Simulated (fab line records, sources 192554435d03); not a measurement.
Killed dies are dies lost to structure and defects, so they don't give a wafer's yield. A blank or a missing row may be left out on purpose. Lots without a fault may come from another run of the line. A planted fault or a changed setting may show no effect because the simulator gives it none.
Chamber matching | flow n5_finfet | N5_BEOL_M0_ALD_136 on ald_metal-03: 4 sister chambers
The step deposits TaN, pulse time 2 s, purge time 3 s, co reactant purge time 2 s. 8 wafers are shown with their chamber, then 12 later ones without.

WAFERS WITH THEIR CHAMBER
wafer  | chamber | heater_power_w (W) | heater_power_outer_w (W)
L086.2 | 1       | 405                | 213
L088.3 | 2       | 428                | 225
L090.1 | 0       | 334                | 194
L090.4 | 3       | 406                | 214
L090.5 | 1       | 399                | 217
L091.3 | 0       | 342                | 192
L091.4 | 3       | 417                | 216
L091.5 | 2       | 415                | 218

WAFERS WITHOUT THEIR CHAMBER
wafer  | heater_power_w (W) | heater_power_outer_w (W)
L092.1 | 403                | 214
L092.2 | 430                | 219
L092.5 | 410                | 210
L093.3 | 337                | 188
L093.4 | 416                | 224
L093.6 | 415                | 213
L094.1 | 342                | 191
L094.4 | 392                | 209
L094.5 | 395                | 213
L096.3 | 416                | 217
L096.5 | 421                | 224
L096.6 | 408                | 216

WHICH CHAMBER EACH WENT THROUGH
wafer  | from the rows above          | in truth
L092.1 | can't be placed: 1 or 3      | 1
L092.2 | can't be placed: 2 or 3      | 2
L092.5 | can't be placed: 3 or 1      | 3
L093.3 | 0                            | 0
L093.4 | can't be placed: 2 or 3      | 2
L093.6 | can't be placed: 3 or 1      | 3
L094.1 | 0                            | 0
L094.4 | can't be placed: 1 or 3      | 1
L094.5 | can't be placed: 1 or 3      | 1
L096.3 | can't be placed: 3 or 2 or 1 | 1
L096.5 | 2                            | 2
L096.6 | can't be placed: 3 or 1      | 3
Placed correctly: 3 of 12. Can't be placed from these rows: 9 (the true chamber is among the candidates in 9). Placed wrongly: 0.
How it was worked out, from the rows above alone: a wafer's distance from a chamber is the root of the sum, over the readings, of the square of ((its reading less the chamber's mean) divided by the reading's scatter). The wafer belongs to the nearest chamber; if the next one is less than 2 further off, it can't be placed. A chamber's mean is the mean of its shown wafers. The scatter: the root of (the sum of the squares of (reading less its chamber's mean) over the shown wafers, divided by (wafers less chambers)).
